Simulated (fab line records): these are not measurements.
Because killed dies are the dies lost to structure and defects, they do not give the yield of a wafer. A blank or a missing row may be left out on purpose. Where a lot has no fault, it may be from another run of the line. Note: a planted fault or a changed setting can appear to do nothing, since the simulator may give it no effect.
Split-lot study ; flow n5_finfet ; 39 wafers read from 7 lots, route of 1938 steps

## THE SPLIT
At N5_MOL_CONTACT_COAG_ALD_133 (deposits SiO2, target thk 5 nm, pulse time 1 s, co reactant pulse time 1 s), the setting ald_cycles was moved away from the recipe's 35 on 15 of the 39 wafers read, by -25.7% to +37.1%. The other wafers ran this setting at the recipe's value.

The reading comes from the split's own step.

## THE READING
SiO2_of_MOL_CONTACT_COAG_ALD_133.thk_nm (the simulator's own value, which no gauge read), in nm, at N5_MOL_CONTACT_COAG_ALD_133 (deposits SiO2, target thk 5 nm, pulse time 1 s, co reactant pulse time 1 s). There is no usual value for it anywhere in the file.

wafer;tool, chamber at the split;ald_cycles as run;against the recipe;SiO2_of_MOL_CONTACT_COAG_ALD_133.thk_nm, nm;against lot-mates on the recipe
L076.3;ald_sin-01, 1,3,2;35;recipe;5;-
L076.4;ald_sin-01, 1,3,2;35;recipe;5;-
L076.5;ald_sin-01, 1,3,2;35;recipe;5;-
L080.1;ald_sin-03, 2,0,3;27;-22.9%;3.8;-1.2
L080.3;ald_sin-03, 2,0,3;27;-22.9%;3.8;-1.2
L080.4;ald_sin-03, 2,0,3;27;-22.9%;3.8;-1.2
L080.2;ald_sin-03, 1,3,0;35;recipe;5;-
L080.5;ald_sin-03, 1,3,0;35;recipe;5;-
L080.6;ald_sin-03, 1,3,0;35;recipe;5;-
L081.1;ald_sin-03, 0,2;48;+37.1%;6.8;+1.8
L081.5;ald_sin-03, 0,2;48;+37.1%;6.8;+1.8
L081.2;ald_sin-03, 2,1,3;35;recipe;5;-
L081.4;ald_sin-03, 2,1,3;35;recipe;5;-
L081.6;ald_sin-03, 2,1,3;35;recipe;5;-
L081.3;ald_sin-03, 3;48;+37.1%;7;+2.0
L089.1;ald_sin-01, 3,2,1;30;-14.3%;4.2;-0.8
L089.2;ald_sin-01, 3,2,1;30;-14.3%;4.2;-0.8
L089.4;ald_sin-01, 3,2,1;30;-14.3%;4.2;-0.8
L089.3;ald_sin-01, 0,1,2;35;recipe;5;-
L089.5;ald_sin-01, 0,1,2;35;recipe;5;-
L089.6;ald_sin-01, 0,1,2;35;recipe;5;-
L091.1;ald_sin-03, 2,0,2;35;recipe;5;-
L091.3;ald_sin-03, 2,0,2;35;recipe;5;-
L091.5;ald_sin-03, 2,0,2;35;recipe;5;-
L091.2;ald_sin-03, 1,3,1;26;-25.7%;3.8;-1.2
L091.4;ald_sin-03, 1,3,1;26;-25.7%;3.8;-1.2
L091.6;ald_sin-03, 1,3,1;26;-25.7%;3.8;-1.2
L094.1;ald_sin-02, 0,3,2,1,1,0;35;recipe;5;-
L094.2;ald_sin-02, 0,3,2,1,1,0;35;recipe;5;-
L094.3;ald_sin-02, 0,3,2,1,1,0;35;recipe;5;-
L094.4;ald_sin-02, 0,3,2,1,1,0;35;recipe;5;-
L094.5;ald_sin-02, 0,3,2,1,1,0;35;recipe;5;-
L094.6;ald_sin-02, 0,3,2,1,1,0;35;recipe;5;-
L095.1;ald_sin-01, 3,0,2;35;recipe;5;-
L095.2;ald_sin-01, 3,0,2;35;recipe;5;-
L095.6;ald_sin-01, 3,0,2;35;recipe;5;-
L095.3;ald_sin-01, 1,2,1;46;+31.4%;6.6;+1.6
L095.4;ald_sin-01, 1,2,1;46;+31.4%;6.6;+1.6
L095.5;ald_sin-01, 1,2,1;46;+31.4%;6.6;+1.6
Rows listing several chambers each stand for several wafers; the file does not say which wafer went through which chamber.

FIT RESULTS
A straight line over all 39 wafers: SiO2_of_MOL_CONTACT_COAG_ALD_133.thk_nm changes by +0.0504 nm for each +1% of ald_cycles; r = +1.00; the points scatter about the line by 0.047 nm.
The same after taking each lot's own level away (the mean of its wafers on the recipe; 39 wafers): +0.0504 nm for each +1%; r = +1.00; scatter 0.047 nm.
On that fit, the largest move of ald_cycles shifts the reading by 1.9 nm.
The lots' own levels span 5.00 to 5.00 nm.
Consequently the slope shifts little with the lot-to-lot level, the two slopes agreeing.
Check: for one of the wafers moved furthest among these (+37.1%), held out of the fit, the line's prediction against its lot-mates is +1.88 nm. Against them it came out at +1.8 nm.

## FURTHER SPLITS ON THESE WAFERS
These wafers also went through other splits before the reading. Each is held against what the fit with the lots' levels taken away leaves over:
other split on the same wafers;wafers away from the commonest value;r with SiO2_of_MOL_CONTACT_COAG_ALD_133.thk_nm (lot level and that fit taken away)
N5_FIN_SAQP_ETCH_65 time_s;12;-0.25
N5_SD_EPI_P_EPI_21 time_s;18;-0.07
N5_HKMG_FIN_ALD_21 ald_cycles;15;+0.00

## FILE'S OWN FIT
SiO2_of_MOL_CONTACT_COAG_ALD_133.thk_nm changes by +0.0504 nm for each +1% of ald_cycles, r = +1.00.
